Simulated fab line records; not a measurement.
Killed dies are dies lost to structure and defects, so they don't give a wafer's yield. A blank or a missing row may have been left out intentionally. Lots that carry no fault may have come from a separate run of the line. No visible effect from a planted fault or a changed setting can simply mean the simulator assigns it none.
Lot-split experiment || flow n5_finfet || 39 wafers read from 7 lots, route of 1938 steps

== THE SPLIT ITSELF ==
At N5_HKMG_FIN_DESCUM_17 (chemistry O2, time 7.9 s), the setting time_s was moved away from the recipe's 7.9 s on 12 of the 39 wafers read, by -38.6% to +32.0%. All remaining wafers had this setting at the recipe value.

There is no step in the file separating the split from the reading.

== THE READING ==
CAR-ArF_of_HKMG_FIN_COAT_06.thk_nm (the simulator's own value, which no gauge read), in nm, at N5_HKMG_FIN_ETCH_31 (etches SiARC in CF4, target depth 45.5 nm, time 75.8 s). The file does not state a usual value for it. Average 50.6 nm, standard deviation 0.21 nm, over the 27 wafers here run with the recipe.

{"wafer": "L077.1", "tool, chamber at the split": "rie_diel-01, 0,3", "time_s as run, s": 6.693, "against the recipe": "-15.3%", "CAR-ArF_of_HKMG_FIN_COAT_06.thk_nm, nm": 51.2, "against lot-mates on the recipe": "+0.7"}
{"wafer": "L077.3", "tool, chamber at the split": "rie_diel-01, 0,3", "time_s as run, s": 6.693, "against the recipe": "-15.3%", "CAR-ArF_of_HKMG_FIN_COAT_06.thk_nm, nm": 51.2, "against lot-mates on the recipe": "+0.7"}
{"wafer": "L077.2", "tool, chamber at the split": "rie_diel-01, 2,1", "time_s as run, s": 7.9, "against the recipe": "recipe", "CAR-ArF_of_HKMG_FIN_COAT_06.thk_nm, nm": 50.4, "against lot-mates on the recipe": "-"}
{"wafer": "L077.6", "tool, chamber at the split": "rie_diel-01, 2,1", "time_s as run, s": 7.9, "against the recipe": "recipe", "CAR-ArF_of_HKMG_FIN_COAT_06.thk_nm, nm": 50.4, "against lot-mates on the recipe": "-"}
{"wafer": "L077.4", "tool, chamber at the split": "rie_diel-01, 1", "time_s as run, s": 6.693, "against the recipe": "-15.3%", "CAR-ArF_of_HKMG_FIN_COAT_06.thk_nm, nm": 51, "against lot-mates on the recipe": "+0.5"}
{"wafer": "L077.5", "tool, chamber at the split": "rie_diel-01, 0", "time_s as run, s": 7.9, "against the recipe": "recipe", "CAR-ArF_of_HKMG_FIN_COAT_06.thk_nm, nm": 50.8, "against lot-mates on the recipe": "-"}
{"wafer": "L079.3", "tool, chamber at the split": "rie_diel-03, 0,2", "time_s as run, s": 7.9, "against the recipe": "recipe", "CAR-ArF_of_HKMG_FIN_COAT_06.thk_nm, nm": 50.6, "against lot-mates on the recipe": "-"}
{"wafer": "L079.4", "tool, chamber at the split": "rie_diel-03, 0,2", "time_s as run, s": 7.9, "against the recipe": "recipe", "CAR-ArF_of_HKMG_FIN_COAT_06.thk_nm, nm": 50.6, "against lot-mates on the recipe": "-"}
{"wafer": "L079.5", "tool, chamber at the split": "rie_diel-03, 1", "time_s as run, s": 7.9, "against the recipe": "recipe", "CAR-ArF_of_HKMG_FIN_COAT_06.thk_nm, nm": 50.2, "against lot-mates on the recipe": "-"}
{"wafer": "L078.1", "tool, chamber at the split": "rie_diel-02, 1", "time_s as run, s": 4.854, "against the recipe": "-38.6%", "CAR-ArF_of_HKMG_FIN_COAT_06.thk_nm, nm": 52.2, "against lot-mates on the recipe": "+1.6"}
{"wafer": "L078.2", "tool, chamber at the split": "rie_diel-02, 0", "time_s as run, s": 4.854, "against the recipe": "-38.6%", "CAR-ArF_of_HKMG_FIN_COAT_06.thk_nm, nm": 52.4, "against lot-mates on the recipe": "+1.8"}
{"wafer": "L078.3", "tool, chamber at the split": "rie_diel-02, 2,1,2", "time_s as run, s": 7.9, "against the recipe": "recipe", "CAR-ArF_of_HKMG_FIN_COAT_06.thk_nm, nm": 50.6, "against lot-mates on the recipe": "-"}
{"wafer": "L078.4", "tool, chamber at the split": "rie_diel-02, 2,1,2", "time_s as run, s": 7.9, "against the recipe": "recipe", "CAR-ArF_of_HKMG_FIN_COAT_06.thk_nm, nm": 50.6, "against lot-mates on the recipe": "-"}
{"wafer": "L078.5", "tool, chamber at the split": "rie_diel-02, 2,1,2", "time_s as run, s": 7.9, "against the recipe": "recipe", "CAR-ArF_of_HKMG_FIN_COAT_06.thk_nm, nm": 50.6, "against lot-mates on the recipe": "-"}
{"wafer": "L078.6", "tool, chamber at the split": "rie_diel-02, 0", "time_s as run, s": 4.854, "against the recipe": "-38.6%", "CAR-ArF_of_HKMG_FIN_COAT_06.thk_nm, nm": 52.6, "against lot-mates on the recipe": "+2.0"}
{"wafer": "L081.1", "tool, chamber at the split": "rie_diel-02, 0", "time_s as run, s": 9.402, "against the recipe": "+19.0%", "CAR-ArF_of_HKMG_FIN_COAT_06.thk_nm, nm": 49.8, "against lot-mates on the recipe": -1.0}
{"wafer": "L081.2", "tool, chamber at the split": "rie_diel-02, 3", "time_s as run, s": 7.9, "against the recipe": "recipe", "CAR-ArF_of_HKMG_FIN_COAT_06.thk_nm, nm": 50.8, "against lot-mates on the recipe": "-"}
{"wafer": "L081.5", "tool, chamber at the split": "rie_diel-02, 0,1", "time_s as run, s": 7.9, "against the recipe": "recipe", "CAR-ArF_of_HKMG_FIN_COAT_06.thk_nm, nm": 50.8, "against lot-mates on the recipe": "-"}
{"wafer": "L081.6", "tool, chamber at the split": "rie_diel-02, 0,1", "time_s as run, s": 7.9, "against the recipe": "recipe", "CAR-ArF_of_HKMG_FIN_COAT_06.thk_nm, nm": 50.8, "against lot-mates on the recipe": "-"}
{"wafer": "L081.3", "tool, chamber at the split": "rie_diel-02, 2,1", "time_s as run, s": 9.402, "against the recipe": "+19.0%", "CAR-ArF_of_HKMG_FIN_COAT_06.thk_nm, nm": 50, "against lot-mates on the recipe": -0.8}
{"wafer": "L081.4", "tool, chamber at the split": "rie_diel-02, 2,1", "time_s as run, s": 9.402, "against the recipe": "+19.0%", "CAR-ArF_of_HKMG_FIN_COAT_06.thk_nm, nm": 50, "against lot-mates on the recipe": -0.8}
{"wafer": "L086.1", "tool, chamber at the split": "rie_diel-01, 1,0,2", "time_s as run, s": 7.9, "against the recipe": "recipe", "CAR-ArF_of_HKMG_FIN_COAT_06.thk_nm, nm": 50.2, "against lot-mates on the recipe": "-"}
{"wafer": "L086.5", "tool, chamber at the split": "rie_diel-01, 1,0,2", "time_s as run, s": 7.9, "against the recipe": "recipe", "CAR-ArF_of_HKMG_FIN_COAT_06.thk_nm, nm": 50.2, "against lot-mates on the recipe": "-"}
{"wafer": "L086.2", "tool, chamber at the split": "rie_diel-01, 1,0,2", "time_s as run, s": 7.9, "against the recipe": "recipe", "CAR-ArF_of_HKMG_FIN_COAT_06.thk_nm, nm": 50.4, "against lot-mates on the recipe": "-"}
{"wafer": "L086.3", "tool, chamber at the split": "rie_diel-01, 2,3,1", "time_s as run, s": 7.9, "against the recipe": "recipe", "CAR-ArF_of_HKMG_FIN_COAT_06.thk_nm, nm": 50.4, "against lot-mates on the recipe": "-"}
{"wafer": "L086.4", "tool, chamber at the split": "rie_diel-01, 2,3,1", "time_s as run, s": 7.9, "against the recipe": "recipe", "CAR-ArF_of_HKMG_FIN_COAT_06.thk_nm, nm": 50.6, "against lot-mates on the recipe": "-"}
{"wafer": "L086.6", "tool, chamber at the split": "rie_diel-01, 2,3,1", "time_s as run, s": 7.9, "against the recipe": "recipe", "CAR-ArF_of_HKMG_FIN_COAT_06.thk_nm, nm": 50.6, "against lot-mates on the recipe": "-"}
{"wafer": "L087.1", "tool, chamber at the split": "rie_diel-03, 3", "time_s as run, s": 10.43, "against the recipe": "+32.0%", "CAR-ArF_of_HKMG_FIN_COAT_06.thk_nm, nm": 49, "against lot-mates on the recipe": -1.7}
{"wafer": "L087.2", "tool, chamber at the split": "rie_diel-03, 1", "time_s as run, s": 7.9, "against the recipe": "recipe", "CAR-ArF_of_HKMG_FIN_COAT_06.thk_nm, nm": 50.8, "against lot-mates on the recipe": "-"}
{"wafer": "L087.6", "tool, chamber at the split": "rie_diel-03, 3", "time_s as run, s": 7.9, "against the recipe": "recipe", "CAR-ArF_of_HKMG_FIN_COAT_06.thk_nm, nm": 50.8, "against lot-mates on the recipe": "-"}
{"wafer": "L087.3", "tool, chamber at the split": "rie_diel-03, 0", "time_s as run, s": 7.9, "against the recipe": "recipe", "CAR-ArF_of_HKMG_FIN_COAT_06.thk_nm, nm": 50.4, "against lot-mates on the recipe": "-"}
{"wafer": "L087.4", "tool, chamber at the split": "rie_diel-03, 2,0", "time_s as run, s": 10.43, "against the recipe": "+32.0%", "CAR-ArF_of_HKMG_FIN_COAT_06.thk_nm, nm": 49.4, "against lot-mates on the recipe": -1.3}
{"wafer": "L087.5", "tool, chamber at the split": "rie_diel-03, 2,0", "time_s as run, s": 10.43, "against the recipe": "+32.0%", "CAR-ArF_of_HKMG_FIN_COAT_06.thk_nm, nm": 49.2, "against lot-mates on the recipe": -1.5}
{"wafer": "L096.1", "tool, chamber at the split": "rie_diel-01, 1", "time_s as run, s": 7.9, "against the recipe": "recipe", "CAR-ArF_of_HKMG_FIN_COAT_06.thk_nm, nm": 51, "against lot-mates on the recipe": "-"}
{"wafer": "L096.2", "tool, chamber at the split": "rie_diel-01, 3,0,2,3", "time_s as run, s": 7.9, "against the recipe": "recipe", "CAR-ArF_of_HKMG_FIN_COAT_06.thk_nm, nm": 50.8, "against lot-mates on the recipe": "-"}
{"wafer": "L096.4", "tool, chamber at the split": "rie_diel-01, 3,0,2,3", "time_s as run, s": 7.9, "against the recipe": "recipe", "CAR-ArF_of_HKMG_FIN_COAT_06.thk_nm, nm": 50.8, "against lot-mates on the recipe": "-"}
{"wafer": "L096.5", "tool, chamber at the split": "rie_diel-01, 3,0,2,3", "time_s as run, s": 7.9, "against the recipe": "recipe", "CAR-ArF_of_HKMG_FIN_COAT_06.thk_nm, nm": 50.8, "against lot-mates on the recipe": "-"}
{"wafer": "L096.3", "tool, chamber at the split": "rie_diel-01, 3,0,2,3", "time_s as run, s": 7.9, "against the recipe": "recipe", "CAR-ArF_of_HKMG_FIN_COAT_06.thk_nm, nm": 50.6, "against lot-mates on the recipe": "-"}
{"wafer": "L096.6", "tool, chamber at the split": "rie_diel-01, 0", "time_s as run, s": 7.9, "against the recipe": "recipe", "CAR-ArF_of_HKMG_FIN_COAT_06.thk_nm, nm": 50.6, "against lot-mates on the recipe": "-"}
The file does not say which wafer passed through which chamber wherever a row lists several chambers: such a row stands for several wafers.

FIT RESULTS
A straight line over all 39 wafers: CAR-ArF_of_HKMG_FIN_COAT_06.thk_nm changes by -0.0435 nm for each +1% of time_s; r = -0.96; the points scatter about the line by 0.21 nm.
The same after taking each lot's own level away (the mean of its wafers on the recipe; 39 wafers): -0.0457 nm for each +1%; r = -0.98; scatter 0.15 nm.
On that fit, the largest move of time_s shifts the reading by 1.8 nm.
The lots' own levels span 50.40 to 50.80 nm, that is 1.9 times the standard deviation above.
So the lot-to-lot level changes the slope little: the two slopes agree.
Check: +1.79 nm against its lot-mates is what the line predicts for one of the wafers moved furthest among these (-38.6%) when that wafer is left out of the fit. It came out at +1.6 nm against them.

== THE OTHER SPLITS THESE WAFERS WENT THROUGH ==
Other splits were also applied to these wafers ahead of the reading. Each is held against what the fit with the lots' levels taken away leaves over:
{"other split on the same wafers": "N5_FIN_SAQP_HM_DEP_72 target_thk_a", "wafers away from the commonest value": 18, "r with CAR-ArF_of_HKMG_FIN_COAT_06.thk_nm (lot level and that fit taken away)": -0.01}
{"other split on the same wafers": "N5_SD_EPI_N_DESCUM_14 time_s", "wafers away from the commonest value": 12, "r with CAR-ArF_of_HKMG_FIN_COAT_06.thk_nm (lot level and that fit taken away)": -0.05}

== THE WHOLE CHAIN: every reading that the file lists as answering this split, in the file's order ==
{"step": "N5_HKMG_FIN_DESCUM_17", "what it does": "chemistry O2, time 7.9 s", "reading": "CAR-ArF_of_HKMG_FIN_COAT_06.thk_nm (the simulator's own value, which no gauge read)", "change (the file's fit)": "-0.0471 nm for each +1% of the setting", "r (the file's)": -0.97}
{"step": "N5_HKMG_FIN_ETCH_31", "what it does": "etches SiARC in CF4, target depth 45.5 nm, time 75.8 s", "reading": "CAR-ArF_of_HKMG_FIN_COAT_06.thk_nm (the simulator's own value, which no gauge read)", "change (the file's fit)": "-0.0457 nm for each +1% of the setting", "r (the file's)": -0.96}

== THE FILE'S OWN FIT ==
CAR-ArF_of_HKMG_FIN_COAT_06.thk_nm changes by -0.0457 nm for each +1% of time_s, r = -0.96.
